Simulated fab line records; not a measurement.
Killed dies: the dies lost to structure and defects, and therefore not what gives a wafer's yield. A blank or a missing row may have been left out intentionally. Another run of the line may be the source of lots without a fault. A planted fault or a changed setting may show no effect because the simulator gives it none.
Chamber matching -- flow nandHarc -- NHARC_P_M2_DEP_33 on pecvd-04: 3 sister chambers
The step deposits SiCN, target thk 30 nm. 3 wafers are shown with their chamber, then 8 later ones without.

## WAFERS WITH THEIR CHAMBER
wafer,chamber,heaterPowerW (W)
L088.1,0,468
L088.3,1,553
L089.2,2,566

## WAFERS WHOSE CHAMBER IS MISSING
wafer,heaterPowerW (W)
L089.3,514
L089.4,556
L092.2,485
L092.4,471
L092.5,611
L096.1,496
L096.2,449
L096.4,539

## WHICH CHAMBER EACH WENT THROUGH
wafer,from the rows above,in truth
L089.3,can't be placed: 1 or 0 or 2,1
L089.4,can't be placed: 1 or 2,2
L092.2,0,0
L092.4,0,0
L092.5,can't be placed: 2 or 1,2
L096.1,can't be placed: 0 or 1 or 2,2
L096.2,0,0
L096.4,can't be placed: 1 or 2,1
3 of 8 placed correctly. Can't be placed from these rows: 5 (the true chamber is among the candidates in 5). Placed wrongly: 0.
How it was worked out, from the rows above alone: a wafer's distance from a chamber is the root of the sum, over the readings, of the square of ((its reading less the chamber's mean) divided by the reading's scatter). The wafer belongs to the nearest chamber; if the next one is less than 2 further off, it can't be placed. A chamber's mean is the mean of its shown wafers. The scatter: root of mean squared gap, hidden wafer to nearest shown wafer, with one shown wafer a chamber.
